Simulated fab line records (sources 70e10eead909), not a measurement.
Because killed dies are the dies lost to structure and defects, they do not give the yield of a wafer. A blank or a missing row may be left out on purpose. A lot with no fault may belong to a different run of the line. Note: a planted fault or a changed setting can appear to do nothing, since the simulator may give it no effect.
Matching of chambers | flow nand harc | NHARC_P_M1_PRE_CLEAN_32 on pecvd-03: 3 sister chambers
The step time 12 s. 6 wafers are shown with their chamber, then 8 later ones without.

## WAFERS, EACH WITH ITS CHAMBER
wafer  | chamber | heater power w (W) | susceptor temp C (C)
L086.1 | 0       | 698                | 369.93
L086.5 | 1       | 712                | 370.08
L087.1 | 2       | 600                | 369.98
L087.4 | 1       | 689                | 369.98
L087.6 | 2       | 589                | 370.12
L088.2 | 0       | 680                | 370.09

## WAFERS WITH NO CHAMBER GIVEN
wafer  | heater power w (W) | susceptor temp C (C)
L088.3 | 634                | 369.83
L088.5 | 630                | 369.78
L091.1 | 586                | 370.33
L091.5 | 598                | 369.67
L091.6 | 718                | 370.10
L092.1 | 689                | 370.19
L092.5 | 621                | 369.83
L092.6 | 721                | 370.06

## WHICH CHAMBER EACH ONE RAN IN
wafer  | from the rows above          | in truth
L088.3 | can't be placed: 2 or 0 or 1 | 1
L088.5 | can't be placed: 2 or 0      | 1
L091.1 | 2                            | 2
L091.5 | 2                            | 2
L091.6 | can't be placed: 1 or 0      | 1
L092.1 | can't be placed: 0 or 1      | 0
L092.5 | 2                            | 2
L092.6 | can't be placed: 1 or 0      | 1
Placed correctly: 3 of 8. Not placeable from these rows: 5 (in 4, the candidates include the true chamber). Number placed wrongly: 0.
How it was worked out, from the rows above alone: a wafer's distance from a chamber is the root of the sum, over the readings, of the square of ((its reading less the chamber's mean) divided by the reading's scatter). The wafer belongs to the nearest chamber; if the next one is less than 2 further off, it can't be placed. For every chamber, the mean is computed from those of its wafers that are shown. The scatter: the root of (the sum of the squares of (reading less its chamber's mean) over the shown wafers, divided by (wafers less chambers)).
